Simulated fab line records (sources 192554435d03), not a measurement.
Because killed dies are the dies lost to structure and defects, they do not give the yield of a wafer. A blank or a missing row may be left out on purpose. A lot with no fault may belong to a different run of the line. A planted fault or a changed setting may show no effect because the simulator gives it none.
The tool behind it: which one? -- flow n5Finfet -- Sampling: 24 lots, 72 wafers, 6 of 1938 route steps

== WHAT EACH GAUGE READ, for each wafer ==
N5_BEOL_M8_OVL_MEAS_29. Usual: V7_OVL gives 0.2 nm (standard deviation 0.75).
lot,measured,on,V7_OVL (nm),flag
L074,day 11 03:30,overlay-01,0.6 0.8 0.1,
L076,day 11 19:05,overlay-02,-0.7 -0.7 -0.1,
L077,day 12 07:10,overlay-02,-0.2 -0.4 0.3,
L075,day 12 11:42,overlay-02,-0.7 -0.5 -0.7,
L078,day 12 16:13,overlay-02,1.2 0.3 0.6,
L079,day 12 21:59,overlay-02,-0.2 -1.0 -0.6,
L080,day 13 10:41,overlay-02,1.0 0.9 1.3,
L081,day 13 18:38,overlay-01,0.6 0.6 0.4,
L082,day 13 22:47,overlay-02,0.6 0.7 -0.1,
L084,day 13 22:36,overlay-02,-0.1 0.3 -0.2,
L083,day 14 02:49,overlay-02,0.3 0.4 0.5,
L085,day 14 09:04,overlay-01,0.6 0.2 0.8,
L087,day 14 09:13,overlay-02,-1.1 -0.9 -0.5,
L086,day 15 04:08,overlay-01,-0.9 0.6 -1.0,
L090,day 15 12:29,overlay-01,-0.9 -1.2 -0.1,
L089,day 15 12:38,overlay-02,-0.9 0.8 -0.6,
L088,day 15 20:20,overlay-02,0.1 -0.2 0.6,
L092,day 16 08:50,overlay-01,-0.4 0.2 0.2,
L091,day 16 10:14,overlay-02,0.5 0.1 1.4,
L093,day 16 17:47,overlay-01,-0.5 0.1 -0.2,
L094,day 16 22:15,overlay-02,-0.3 0.2 0.7,
L095,day 16 22:19,overlay-01,1.2 1.6 1.7,
L096,day 16 22:26,overlay-02,1.9 1.8 1.4,
L097,day 17 10:07,overlay-01,0.3 -0.1 0.8,

N5_BEOL_M8_THK_MEAS_53: measures by xrf. Usual: M8_THK gives 78.6 nm (standard deviation 1.8).
lot,measured,on,M8_THK (nm),flag
L074,day 11 08:12,filmMetro-02,75.4 76.8 76.2,
L076,day 11 22:25,filmMetro-01,76.3 81.0 77.8,
L077,day 12 09:55,filmMetro-01,79.5 80.3 79.6,
L075,day 12 15:32,filmMetro-02,76.6 79.8 76.7,
L078,day 12 19:11,filmMetro-01,81.8 80.3 80.5,
L079,day 13 01:49,filmMetro-01,78.6 80.3 78.0,
L080,day 13 13:55,filmMetro-01,76.9 77.3 78.0,
L081,day 13 21:43,filmMetro-01,76.0 78.2 81.3,
L082,day 14 02:05,filmMetro-02,77.9 80.0 79.2,
L084,day 14 01:42,filmMetro-02,77.5 81.1 77.6,
L083,day 14 06:14,filmMetro-02,80.1 78.4 78.3,
L085,day 14 12:29,filmMetro-01,76.2 76.1 80.0,
L087,day 14 12:30,filmMetro-02,78.2 75.2 74.1,
L086,day 15 08:52,filmMetro-01,78.9 78.1 76.5,
L090,day 15 16:50,filmMetro-01,80.8 80.0 78.2,
L089,day 15 17:22,filmMetro-01,79.0 75.7 75.8,
L088,day 16 01:05,filmMetro-02,77.6 79.1 78.1,
L092,day 16 12:53,filmMetro-01,80.3 78.2 79.5,
L091,day 16 15:41,filmMetro-01,77.5 78.0 77.3,
L093,day 16 22:32,filmMetro-01,79.9 77.2 78.2,
L094,day 17 02:07,filmMetro-01,78.4 81.0 77.4,
L095,day 17 02:24,filmMetro-02,79.5 78.8 80.0,
L096,day 17 02:45,filmMetro-02,79.3 80.3 79.0,
L097,day 17 13:25,filmMetro-02,78.1 78.1 77.9,

== WHAT TOOL EACH LOT RAN ON (gives the tool, then ch and the chambers of the sampled wafers, and finally the start) ==
lot,N5_BEOL_M8_ETCH_62,N5_BEOL_M8_SURFACE_TREAT_79,N5_BEOL_M8_SPUTTER_48,N5_BEOL_M8_ANNEAL_51
L074,"rieDiel-04 ch 1,2, day 11 02:19","pvdSputter-01, day 11 07:03","pvdSputter-01, day 11 07:15","rtpAnneal-01 ch 0, day 11 07:28"
L076,"rieDiel-04 ch 0,3, day 11 16:59","pvdSputter-01, day 11 20:59","pvdSputter-02, day 11 21:18","rtpAnneal-01 ch 0, day 11 21:49"
L077,"rieDiel-04 ch 0,2, day 12 05:29","pvdSputter-02, day 12 08:47","pvdSputter-03, day 12 09:01","rtpAnneal-02 ch 0, day 12 09:20"
L075,"rieDiel-03 ch 1,2, day 12 08:50","pvdSputter-01, day 12 13:44","pvdSputter-02, day 12 13:59","rtpAnneal-02 ch 0, day 12 14:58"
L078,"rieDiel-03 ch 0,1,2, day 12 13:28","pvdSputter-02, day 12 18:05","pvdSputter-01, day 12 18:23","rtpAnneal-02 ch 0, day 12 18:36"
L079,"rieDiel-04 ch 0,1,2, day 12 18:10","pvdSputter-02, day 13 00:07","pvdSputter-02, day 13 00:44","rtpAnneal-02 ch 0, day 13 00:57"
L080,"rieDiel-04 ch 1,3, day 13 08:01","pvdSputter-01, day 13 12:48","pvdSputter-02, day 13 12:59","rtpAnneal-01 ch 0, day 13 13:19"
L081,"rieDiel-04 ch 0,2,3, day 13 16:56","pvdSputter-03, day 13 20:23","pvdSputter-02, day 13 20:48","rtpAnneal-01 ch 0, day 13 21:08"
L082,"rieDiel-03 ch 0,1,2, day 13 20:26","pvdSputter-02, day 14 00:47","pvdSputter-01, day 14 01:00","rtpAnneal-02 ch 0, day 14 01:35"
L084,"rieDiel-04 ch 0,3, day 13 20:36","pvdSputter-03, day 14 00:43","pvdSputter-03, day 14 00:54","rtpAnneal-01 ch 0, day 14 01:07"
L083,"rieDiel-01 ch 0,3, day 14 00:41","pvdSputter-02, day 14 05:09","pvdSputter-02, day 14 05:22","rtpAnneal-01 ch 0, day 14 05:41"
L085,"rieDiel-03 ch 0,1,2, day 14 07:10","pvdSputter-01, day 14 11:01","pvdSputter-01, day 14 11:32","rtpAnneal-02 ch 0, day 14 11:56"
L087,"rieDiel-01 ch 0,2, day 14 07:57","pvdSputter-01, day 14 11:03","pvdSputter-01, day 14 11:37","rtpAnneal-01 ch 0, day 14 11:55"
L086,"rieDiel-01 ch 1,2,3, day 15 03:19","pvdSputter-01, day 15 07:21","pvdSputter-01, day 15 07:49","rtpAnneal-02 ch 0, day 15 08:17"
L090,"rieDiel-03 ch 1,2,3, day 15 07:41","pvdSputter-03, day 15 15:26","pvdSputter-02, day 15 15:43","rtpAnneal-01 ch 0, day 15 16:20"
L089,"rieDiel-04 ch 1,2, day 15 07:56","pvdSputter-02, day 15 16:11","pvdSputter-02, day 15 16:24","rtpAnneal-01 ch 0, day 15 16:49"
L088,"rieDiel-03 ch 0,2, day 15 16:57","pvdSputter-01, day 15 22:13","pvdSputter-03, day 16 00:14","rtpAnneal-02 ch 0, day 16 00:29"
L092,"rieDiel-04 ch 0,3, day 16 05:59","pvdSputter-03, day 16 11:11","pvdSputter-03, day 16 11:49","rtpAnneal-01 ch 0, day 16 12:16"
L091,"rieDiel-01 ch 0,2, day 16 09:25","pvdSputter-03, day 16 14:23","pvdSputter-03, day 16 14:46","rtpAnneal-01 ch 0, day 16 14:59"
L093,"rieDiel-01 ch 0,2, day 16 15:28","pvdSputter-03, day 16 19:47","pvdSputter-03, day 16 21:43","rtpAnneal-02 ch 0, day 16 21:56"
L094,"rieDiel-03 ch 0,1, day 16 18:59","pvdSputter-03, day 17 00:37","pvdSputter-03, day 17 00:53","rtpAnneal-02 ch 0, day 17 01:32"
L095,"rieDiel-04 ch 0,1, day 16 19:14","pvdSputter-03, day 17 00:51","pvdSputter-03, day 17 01:08","rtpAnneal-02 ch 0, day 17 01:51"
L096,"rieDiel-03 ch 0,1,2, day 16 19:35","pvdSputter-03, day 17 01:01","pvdSputter-03, day 17 01:20","rtpAnneal-01 ch 0, day 17 02:12"
L097,"rieDiel-04 ch 0,1,3, day 17 07:14","pvdSputter-03, day 17 12:05","pvdSputter-03, day 17 12:33","rtpAnneal-01 ch 0, day 17 12:52"
- N5_BEOL_M8_ETCH_62: etches SOC in N2/H2, target depth 110 nm, overetch 22 nm, time 165 s.
- N5_BEOL_M8_SURFACE_TREAT_79
- N5_BEOL_M8_SPUTTER_48: material Cu, target thk 10 nm, time 1.667 s.
- N5_BEOL_M8_ANNEAL_51: time 90 s.

== WHAT THE TOOLS THEMSELVES READ (means of the sampled wafers that have a number; where no wafer has one, the mark that the record gives instead) ==
N5_BEOL_M8_ETCH_62. Usual: drypumpMotorCurrentA 5.8 A, standard deviation 0.49; oesProductAu 0.69 a.u., standard deviation 0.076; rfVppV 524.1 V, standard deviation 2.9; showerheadPlenumPTorr 2.55 Torr, standard deviation 0.11; throttleValvePct 17.8 %, standard deviation 0.36.
lot,tool,drypumpMotorCurrentA (A),oesProductAu (a.u.),rfVppV (V),showerheadPlenumPTorr (Torr),throttleValvePct (%),flag
L074,rieDiel-04,5.9,0.65,521.6,2.47,17.9,
L076,rieDiel-04,5.5,0.75,527.2,2.65,17.6,
L077,rieDiel-04,5.7,0.60,521.7,2.45,18.2,
L075,rieDiel-03,5.2,0.72,523.6,2.54,17.5,
L078,rieDiel-03,5.4,0.73,525.2,2.59,17.6,
L079,rieDiel-04,6.0,0.64,523.2,2.51,18.0,
L080,rieDiel-04,6.0,0.73,525.8,2.63,17.5,
L081,rieDiel-04,5.6,0.65,523.9,2.54,17.9,
L082,rieDiel-03,5.4,0.72,524.3,2.59,17.6,
L084,rieDiel-04,5.5,0.70,525.6,2.64,17.6,
L083,rieDiel-01,6.1,0.67,523.2,2.49,17.6,
L085,rieDiel-03,5.4,0.71,525.4,2.58,17.6,
L087,rieDiel-01,6.5,0.61,522.6,2.48,18.3,
L086,rieDiel-01,6.1,0.67,521.2,2.44,17.8,
L090,rieDiel-03,5.7,0.71,524.2,2.54,17.6,
L089,rieDiel-04,5.9,0.61,522.2,2.46,18.0,
L088,rieDiel-03,5.6,0.71,524.8,2.63,17.6,
L092,rieDiel-04,5.7,0.64,524.2,2.58,18.0,
L091,rieDiel-01,6.5,0.68,522.0,2.47,18.2,
L093,rieDiel-01,6.4,0.76,523.4,2.53,17.9,
L094,rieDiel-03,5.4,0.73,525.6,2.63,17.6,
L095,rieDiel-04,6.3,0.65,524.3,2.56,17.9,
L096,rieDiel-03,5.4,0.69,524.4,2.57,17.6,
L097,rieDiel-04,5.9,0.66,524.4,2.59,17.8,

N5_BEOL_M8_SURFACE_TREAT_79. Usual: arFlowSccm reads 30.00 sccm (standard deviation 0.086).
lot,tool,arFlowSccm (sccm),flag
L074,pvdSputter-01,29.95,
L076,pvdSputter-01,29.99,
L077,pvdSputter-02,29.96,
L075,pvdSputter-01,30.00,
L078,pvdSputter-02,30.03,
L079,pvdSputter-02,29.97,
L080,pvdSputter-01,29.92,
L081,pvdSputter-03,29.90,
L082,pvdSputter-02,30.00,
L084,pvdSputter-03,30.00,
L083,pvdSputter-02,30.06,
L085,pvdSputter-01,29.99,
L087,pvdSputter-01,30.00,
L086,pvdSputter-01,29.97,
L090,pvdSputter-03,30.07,
L089,pvdSputter-02,30.03,
L088,pvdSputter-01,29.98,
L092,pvdSputter-03,30.14,
L091,pvdSputter-03,30.01,
L093,pvdSputter-03,29.89,
L094,pvdSputter-03,30.07,
L095,pvdSputter-03,30.00,
L096,pvdSputter-03,30.00,
L097,pvdSputter-03,30.00,

N5_BEOL_M8_SPUTTER_48. Usual: chuckGasFlowSccm 1.26 sccm, standard deviation 0.055; susceptorTempC -20.00 C, standard deviation 0.11; throttleValvePct 29.9 %, standard deviation 1.
lot,tool,chuckGasFlowSccm (sccm),susceptorTempC (C),throttleValvePct (%),flag
L074,pvdSputter-01,1.24,-20.02,29.0,
L076,pvdSputter-02,1.22,-20.01,30.2,
L077,pvdSputter-03,1.30,-19.96,29.8,
L075,pvdSputter-02,1.30,-20.13,29.5,
L078,pvdSputter-01,1.28,-19.95,29.5,
L079,pvdSputter-02,1.28,-20.07,30.3,
L080,pvdSputter-02,1.22,-20.01,29.8,
L081,pvdSputter-02,1.21,-20.07,30.4,
L082,pvdSputter-01,1.29,-20.00,30.7,
L084,pvdSputter-03,1.25,-20.04,29.1,
L083,pvdSputter-02,1.30,-19.90,30.7,
L085,pvdSputter-01,1.29,-20.02,29.4,
L087,pvdSputter-01,1.30,-19.97,30.1,
L086,pvdSputter-01,1.22,-20.05,28.9,
L090,pvdSputter-02,1.26,-19.99,30.3,
L089,pvdSputter-02,1.26,-19.99,30.1,
L088,pvdSputter-03,1.28,-20.01,29.9,
L092,pvdSputter-03,1.27,-19.91,29.3,
L091,pvdSputter-03,1.26,-19.88,29.3,
L093,pvdSputter-03,1.31,-20.04,30.1,
L094,pvdSputter-03,1.23,-20.00,28.8,
L095,pvdSputter-03,1.24,-20.00,29.5,
L096,pvdSputter-03,1.28,-19.94,30.2,
L097,pvdSputter-03,1.28,-20.18,29.4,

N5_BEOL_M8_ANNEAL_51. Usual: wafer_temp_C_max reads 226.00 (standard deviation 0.26).
lot,tool,wafer_temp_C_max,flag
L074,rtpAnneal-01,226.02,
L076,rtpAnneal-01,225.97,
L077,rtpAnneal-02,226.10,
L075,rtpAnneal-02,226.08,
L078,rtpAnneal-02,225.80,
L079,rtpAnneal-02,226.19,
L080,rtpAnneal-01,226.44,
L081,rtpAnneal-01,226.05,
L082,rtpAnneal-02,225.71,
L084,rtpAnneal-01,226.00,
L083,rtpAnneal-01,225.71,
L085,rtpAnneal-02,225.81,
L087,rtpAnneal-01,226.13,
L086,rtpAnneal-02,225.98,
L090,rtpAnneal-01,226.09,
L089,rtpAnneal-01,225.99,
L088,rtpAnneal-02,225.52,
L092,rtpAnneal-01,225.82,
L091,rtpAnneal-01,226.17,
L093,rtpAnneal-02,226.21,
L094,rtpAnneal-02,226.14,
L095,rtpAnneal-02,226.05,
L096,rtpAnneal-01,226.20,
L097,rtpAnneal-01,226.06,

== THE ANSWER, worked out from the rows above alone ==
Rule: a lot counts as off when the mean over its wafers that have a number is more than 3 standard deviations away from the usual mean. A lot without any number at a reading at which 4 lots or more have one is off too. The other lots that the step has rows for count as sound. Order of review: gauges by route order, followed by the tools' own readings, for which a lot's mean as printed above is used. The first step at which some lot is off is used, and at that step the reading that is off furthest; a lot without a number counts as furthest.
Nothing can be told from this: no lot is off at any reading shown.

== WHAT WAS PUT IN BY THE SIMULATOR ==
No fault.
